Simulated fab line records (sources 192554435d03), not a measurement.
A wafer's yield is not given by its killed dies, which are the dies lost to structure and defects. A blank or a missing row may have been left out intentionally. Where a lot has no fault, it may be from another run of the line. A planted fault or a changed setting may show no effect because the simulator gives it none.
The tool behind it: which one? + flow n5Finfet + 28 wafers from 10 lots sampled at 5 of the route's 1938 steps

WHAT THE GAUGES READ, wafer by wafer
N5_BEOL_M4_RC_MEAS_101.
| lot  | measured     | on        | DIBL_N (mV/V)  |
|------|--------------|-----------|----------------|
| L956 | day 8 02:19  | prober-02 | 37.4 36.8 39.6 |
| L957 | day 8 05:23  | prober-02 | 39.7 36.8 33.8 |
| L961 | day 9 08:11  | prober-02 | 35.3 38.5 39.3 |
| L963 | day 10 05:55 | prober-01 | 38.9 37.5 38.8 |
| L964 | day 10 06:52 | prober-02 | 35.7 41.2      |
| L965 | day 10 09:41 | prober-01 | 34.9 34.1 34.6 |
| L966 | day 10 19:25 | prober-01 | 37.4 37.1      |
| L972 | day 12 22:21 | prober-02 | 33.5 36.2 37.3 |
| L974 | day 13 00:56 | prober-02 | 36.2 37.1 35.3 |
| L977 | day 14 07:43 | prober-02 | 37.7 40.0 35.8 |

WHICH TOOL RAN EACH LOT (tool, then ch and the chambers of the sampled wafers, then the start)
| lot  | N5_MOL_CONTACT_COAG_STRIP_49        | N5_BEOL_M0_SAQP_ILD_DEP_01     | N5_BEOL_M0_SAQP_HM_DEP_111     | N5_BEOL_M0_SAQP_COAT_82          |
|------|-------------------------------------|--------------------------------|--------------------------------|----------------------------------|
| L956 | plasmaAsher-01 ch 0,1, day 5 09:21  | pecvd-04 ch 0,1,2, day 5 13:40 | pecvd-04 ch 0,1,2, day 5 15:11 | lithoTrack-03 ch 0, day 5 15:16  |
| L957 | plasmaAsher-02 ch 0,1, day 5 16:44  | pecvd-01 ch 0,1,2, day 5 21:03 | pecvd-04 ch 0, day 5 22:15     | lithoTrack-03 ch 0, day 5 22:24  |
| L961 | plasmaAsher-02 ch 0,1, day 6 19:11  | pecvd-02 ch 0,1, day 6 23:29   | pecvd-01 ch 0,2, day 7 02:34   | lithoTrack-02 ch 0, day 7 02:38  |
| L963 | plasmaAsher-01 ch 0,1, day 7 06:58  | pecvd-04 ch 0,1, day 7 11:17   | pecvd-02 ch 0,1, day 7 12:12   | lithoTrack-02 ch 0, day 7 12:17  |
| L964 | plasmaAsher-01 ch 0,1, day 7 09:28  | pecvd-02 ch 1,2, day 7 14:19   | pecvd-04 ch 0,1, day 7 15:32   | lithoTrack-03 ch 0, day 7 15:35  |
| L965 | plasmaAsher-01 ch 0,1, day 7 12:43  | pecvd-02 ch 1,2, day 7 17:17   | pecvd-04 ch 0,2, day 7 19:22   | lithoTrack-02 ch 0, day 7 19:26  |
| L966 | plasmaAsher-01 ch 0,1, day 7 21:43  | pecvd-04 ch 2, day 8 02:04     | pecvd-04 ch 2, day 8 04:47     | lithoTrack-02 ch 0, day 8 04:58  |
| L972 | plasmaAsher-01 ch 0,1, day 9 12:22  | pecvd-02 ch 0,1,2, day 9 17:01 | pecvd-02 ch 0,1, day 9 20:26   | lithoTrack-04 ch 0, day 9 20:30  |
| L974 | plasmaAsher-01 ch 0,1, day 9 23:03  | pecvd-04 ch 0,1, day 10 03:22  | pecvd-02 ch 1,2, day 10 05:28  | lithoTrack-04 ch 0, day 10 05:32 |
| L977 | plasmaAsher-01 ch 0,1, day 10 17:31 | pecvd-02 ch 0,1, day 10 22:44  | pecvd-01 ch 0,2, day 11 00:29  | lithoTrack-03 ch 0, day 11 00:34 |
- N5_MOL_CONTACT_COAG_STRIP_49: strips in N2/H2, time 30 s.
- N5_BEOL_M0_SAQP_ILD_DEP_01: deposits SiOC from DEMS/O2, target thk 45.419 nm, time 8.7 s.
- N5_BEOL_M0_SAQP_HM_DEP_111: deposits SiO2 from SiH4/N2O, target thk 12 nm, time 7.2 s.
- N5_BEOL_M0_SAQP_COAT_82: time 60 s, resist thk 30 nm.

THE ANSWER, worked out from the rows above alone
Rule: the usual values come from the lots themselves. Put in order of their means at a reading, lots are off if they are a third of the lots or fewer, leave a main group of 4 or more, and stand apart from it by a gap of 3 or more times the standard deviation of the main group's means; of several such gaps the widest counts. If all means in a main group match to the digits the tables above print for the reading, that group is not used. A lot without any number at a reading at which 4 lots or more have one is off too. All remaining lots with rows at the step are treated as sound.
Nothing can be told from this: no lot is off at any reading shown.

WHAT THE SIMULATOR PUT IN
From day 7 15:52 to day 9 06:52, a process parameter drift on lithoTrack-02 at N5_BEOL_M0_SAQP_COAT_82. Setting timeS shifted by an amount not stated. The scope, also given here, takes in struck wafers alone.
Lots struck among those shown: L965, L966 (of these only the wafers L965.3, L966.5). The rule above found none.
